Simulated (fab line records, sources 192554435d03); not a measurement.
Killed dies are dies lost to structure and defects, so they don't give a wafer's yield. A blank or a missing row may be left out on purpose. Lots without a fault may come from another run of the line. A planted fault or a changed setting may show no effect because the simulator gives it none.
A struck lot beside a sound one | flow n5_finfet | 39 steps out of a route of 1938
Sound: wafers L220.3, L220.4, L220.6. Struck: wafers L238.1, L238.2, L238.4. The cause comes at the end.
At each step with rows: each side's tool, then ch and its chambers, then its first start. Under that, the readings that differ: sound wafers | struck wafers | difference of the means | sigmas: that difference in standard deviations of wafers without a fault.
alike: readings whose means differ by less than 2 such deviations, and words and numbers that are the same on both sides. not compared: withheld readings, readings that some wafer has no value for, bounds like >300 that may hide the same value, and numbers for which the record gives no deviation and whose values overlap.
The two part at a step that has a row with sigmas, a row that says differs or no value, or rows on one side only. Numbers that don't overlap but have no deviation are shown without sigmas and don't part them. A reading that every wafer of one side lacks parts them only if that side has two wafers or more.

first, 9 steps without rows for these wafers: N5_HKMG_FIN_PEB_10 (peb time 60 s); N5_HKMG_FIN_DEVELOP_11 (develop time 30 s); N5_HKMG_FIN_DESCUM_17 (chemistry O2, time 7.9 s); N5_HKMG_FIN_ETCH_31 (etches SiARC in CF4, target depth 45.5 nm, time 75.8 s); N5_HKMG_FIN_ETCH_32 (etches SOC in N2/H2, target depth 240 nm, time 300 s); N5_HKMG_FIN_STRIP_33 (strips in N2/H2); N5_HKMG_FIN_STRIP_34 (strips in CF4); N5_HKMG_FIN_ETCH_35 (etches SOC in N2/H2, target depth 215.8 nm, time 243.4 s); N5_HKMG_FIN_STRIP_92 (strips SOC in N2/H2, time 20 s).
N5_HKMG_FIN_WET_ETCH_18: etches TiN in SC1, time 55 s, target depth 5.2 nm, rinse time 30 s.
  sound on wet_bench-02 ch 3,4,6, day 4 12:50; struck on wet_bench-02 ch 0,3,6, day 9 02:56
then, 27 steps without rows for these wafers: N5_HKMG_FIN_STRIP_19 (strips in N2/H2, time 360 s); N5_HKMG_FIN_ALD_91 (deposits TiN, target thk 1 nm, pulse time 1 s, purge time 3 s); N5_HKMG_FIN_COAT_85 (time 60 s, resist thk 300 nm); N5_HKMG_FIN_ETCH_86 (etches SOC in N2/H2, stops on TiN, target depth 393.2 nm); N5_HKMG_FIN_STRIP_89 (strips SOC in N2/H2, time 20 s); N5_HKMG_FIN_WET_ETCH_87 (etches TiN in SC1, time 154.2 s, target depth 4.7 nm, rinse time 30 s); N5_HKMG_FIN_STRIP_88 (strips in N2/H2, time 360 s); N5_HKMG_FIN_NWFM_ALD_20 (deposits TiAlC, target thk 2 nm, pulse time 3 s, purge time 2 s); N5_HKMG_FIN_ALD_71 (deposits TiN, target thk 1 nm, pulse time 1 s, purge time 3 s); N5_HKMG_FIN_COAT_66 (time 60 s, resist thk 300 nm); N5_HKMG_FIN_ETCH_67 (etches SOC in N2/H2, stops on TiN, target depth 388.9 nm); N5_HKMG_FIN_STRIP_90 (strips SOC in N2/H2, time 20 s); N5_HKMG_FIN_WET_ETCH_73 (etches the open film in SC1, time 42.3 s, target depth 1.3 nm, rinse time 30 s); N5_HKMG_FIN_ETCHBACK_68 (etches the open film in Cl2/Ar, stops on HfO2, target depth 0.5 nm); N5_HKMG_FIN_STRIP_69 (strips in N2/H2, time 360 s); N5_HKMG_FIN_ALD_21 (deposits TiN, target thk 1.5 nm, pulse time 1 s, purge time 3 s); N5_HKMG_FIN_ALD_72 (deposits W, target thk 2 nm, pulse time 1 s, purge time 2 s); N5_HKMG_FIN_W_FILL_22 (material W, target thk 60 nm, time 18.2 s); N5_HKMG_FIN_PRECLEAN_83 (cleans in DIW, time 57.5 s); N5_HKMG_FIN_SRD_84 (dry time 32 s); N5_HKMG_FIN_CMP_23 (polishes, stops on SiNx, t overpolish 10 s, target thk 46.326 nm); N5_HKMG_FIN_CMP_94 (polishes, stops on SiNx, t overpolish 4.7 s, target thk 43.299 nm); N5_GATE_CUT_ETCHBACK_00 (etches W in SF6/Cl2); N5_GATE_CUT_ETCH_56 (etches TiN in Cl2/Ar, target depth 21.6 nm); N5_GATE_CUT_ETCHBACK_30 (etches TiN in Cl2/Ar, target depth 3 nm); N5_GATE_CUT_VAPOR_ETCH_60 (etches HfO2 in BCl3/Cl2); N5_GATE_CUT_ETCH_58 (etches SiNx in CH3F/O2, target depth 17 nm, time 128.6 s).
-- the record jumps here: 5 days lie between the struck wafers' starts before and after (it left off in module GATE_CUT and takes up again in module BEOL_M4, whose first step shown is number 1111 of the route) --
N5_BEOL_M4_RC_MEAS_101:
  sound on prober-01 ch 0, day 8 16:16; struck on prober-01 ch 0, day 13 15:07
  reading             | sound                      | struck                    | difference | sigmas
  IOFF_N (nA/um)      | 0.147 0.162 0.182          | 0.001 0.001 0.001         | -0.163     | -7
  IOFF_N_85C (nA/um)  | 2.8 3.2 3.4                | 0.0 0.0 0.0               | -3.1       | -8
  IOFF_N_LIN (nA/um)  | 0.069 0.075 0.082          | 0.000 0.000 0.000         | -0.075     | -9
  IOFF_N_LONG (nA/um) | 5.28e-05 5.24e-05 5.26e-05 | 2.59e-05 2.6e-05 2.61e-05 | -2.66e-05  | -11
  ION_N (uA/um)       | 671 681 678                | 356 359 351               | -321       | -33
  VT_N (mV)           | 252.3 249.1 250.1          | 397.8 395.0 399.6         | +147.0     | +54
  VT_N_LONG (mV)      | 274.8 273.8 276.6          | 422.1 416.7 417.7         | +143.8     | +80
  VT_N_LVT (mV)       | 97 97 96                   | 247 243 248               | +149       | +48
  alike: DIBL_N, DIBL_P, IOFF_P, ION_P, SS_N, SS_P, VT_P
-- the record jumps here: 5 days lie between the struck wafers' starts before and after (it left off in module BEOL_M4 and takes up again in module PASSIVATION, whose first step shown is number 1936 of the route) --
N5_PASSIVATION_PROBE_49:
  sound on prober-01, day 13 04:52; struck on prober-02, day 18 03:36
  reading              | sound          | struck            | difference | sigmas
  sort_bin_8_speed (%) | 0 0 0          | 91.19 89.15 92.20 | +90.85     | +99 or more
  sort_n_pass          | 1086 1058 1067 | 0 0 0             | -1070      | -63
  sort_yield_pct (%)   | 92.0 89.7 90.4 | 0 0 0             | -91        | -60
  alike: defect_limited_yield, killed_at_M0_to_M3, killed_at_M4_up, killed_at_contacts, killed_at_front_end, killed_at_other, killed_dies, killed_open, killed_short, sort_bin_5_function, sort_bin_6_memory

WHERE THEY PART
First at N5_BEOL_M4_RC_MEAS_101; last, within this record, at N5_PASSIVATION_PROBE_49.

WHY: what the simulator had put in
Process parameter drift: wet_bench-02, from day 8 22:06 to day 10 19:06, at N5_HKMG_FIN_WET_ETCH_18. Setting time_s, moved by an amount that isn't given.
